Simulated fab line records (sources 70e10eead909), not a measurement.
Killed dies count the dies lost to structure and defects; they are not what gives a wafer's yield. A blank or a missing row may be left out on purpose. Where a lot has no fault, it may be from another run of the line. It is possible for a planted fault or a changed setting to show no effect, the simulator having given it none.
Shared-tool check | flow nand harc | 11 lots, 33 wafers sampled

WHY IT WAS OPENED
At NHARC_P_ZERO_WELL_CD_MEAS_11 the reading cd nm is flagged on 2 of 11 lots. Wafers without a fault read 500.1 nm, standard deviation 1.7.
Rule: a lot gets a flag if all its wafers with a number sit over 4 standard deviations from that mean, or if no wafer of it has a number. All remaining lots are regarded as sound.

lot  | measured     | on        | cd nm (nm), wafer by wafer | flag
L123 | day 1 21:14  | cd sem-01 | 502.8 502.4 501.2          |
L127 | day 3 13:15  | cd sem-03 | 511.9 510.5 512.1          | FLAGGED
L130 | day 4 19:07  | cd sem-03 | 511.2 511.6 508.9          | FLAGGED
L136 | day 7 07:15  | cd sem-03 | 501.6 499.6 502.3          |
L139 | day 8 13:14  | cd sem-02 | 499.2 502.8 499.5          |
L140 | day 8 23:07  | cd sem-01 | 500.3 500.6 500.1          |
L141 | day 9 09:14  | cd sem-01 | 500.9 501.8 500.6          |
L142 | day 9 19:14  | cd sem-02 | 499.7 499.8 500.3          |
L143 | day 10 05:14 | cd sem-02 | 501.1 499.8 502.5          |
L144 | day 10 15:07 | cd sem-02 | 501.4 498.0 499.1          |
L145 | day 11 01:14 | cd sem-03 | 499.0 500.8 498.8          |
The mean of the flagged lots' numbers is 511.0 nm, +10.9 nm from the usual (+6 standard deviations).

WHICH TOOL RAN EACH LOT
The record keeps 1 process step preceding the reading, out of 1302 steps on the route. Cell contents, in order: the tool; ch with the chambers the sampled wafers went through; the start.
lot  | flag    | NHARC_P_ZERO_WELL_PEB_09
L123 |         | litho track-02 ch 0, day 1 21:09
L127 | FLAGGED | litho track-02 ch 0, day 3 13:10
L130 | FLAGGED | litho track-02 ch 0, day 4 19:01
L136 |         | litho track-02 ch 0, day 7 07:10
L139 |         | litho track-05 ch 0, day 8 13:10
L140 |         | litho track-02 ch 0, day 8 23:02
L141 |         | litho track-05 ch 0, day 9 09:10
L142 |         | litho track-02 ch 0, day 9 19:10
L143 |         | litho track-05 ch 0, day 10 05:10
L144 |         | litho track-07 ch 0, day 10 15:01
L145 |         | litho track-05 ch 0, day 11 01:09
What these steps do:
- NHARC_P_ZERO_WELL_PEB_09: peb time 80 s.
- NHARC_P_ZERO_WELL_CD_MEAS_11: target cd 500 nm.

FLAGGED OVER TOTAL, TOOL BY TOOL (the gauges that took the reading come last)
step                         | tool           | lots run | flagged | share of the flagged lots | sound lots run after its first flagged lot
NHARC_P_ZERO_WELL_PEB_09     | litho track-02 | 6        | 2       | all                       | 3 (L136,L140,L142)
NHARC_P_ZERO_WELL_PEB_09     | litho track-05 | 4        | 0       | none                      | -
NHARC_P_ZERO_WELL_PEB_09     | litho track-07 | 1        | 0       | none                      | -
NHARC_P_ZERO_WELL_CD_MEAS_11 | cd sem-01      | 3        | 0       | none                      | -
NHARC_P_ZERO_WELL_CD_MEAS_11 | cd sem-02      | 4        | 0       | none                      | -
NHARC_P_ZERO_WELL_CD_MEAS_11 | cd sem-03      | 4        | 2       | all                       | 2 (L136,L145)

WHAT IS ALLOWED BY THE TABLE
Rows of the table that ran all the flagged lots, 2 in number: litho track-02 at NHARC_P_ZERO_WELL_PEB_09; cd sem-03 at NHARC_P_ZERO_WELL_CD_MEAS_11.
- litho track-02 at NHARC_P_ZERO_WELL_PEB_09: 2 of its 6 lots flagged. Sound lots ran on it after the first flagged one (L136, L140, L142), which a lasting fault on the whole tool wouldn't allow.
- cd sem-03 at NHARC_P_ZERO_WELL_CD_MEAS_11: 2 of its 4 lots flagged. Sound lots ran on it after the first flagged one (L136, L145), which a lasting fault on the whole tool wouldn't allow.
Every row of the table either missed a flagged lot or ran a sound lot after the first.

WHAT THE SIMULATOR HAD PUT IN
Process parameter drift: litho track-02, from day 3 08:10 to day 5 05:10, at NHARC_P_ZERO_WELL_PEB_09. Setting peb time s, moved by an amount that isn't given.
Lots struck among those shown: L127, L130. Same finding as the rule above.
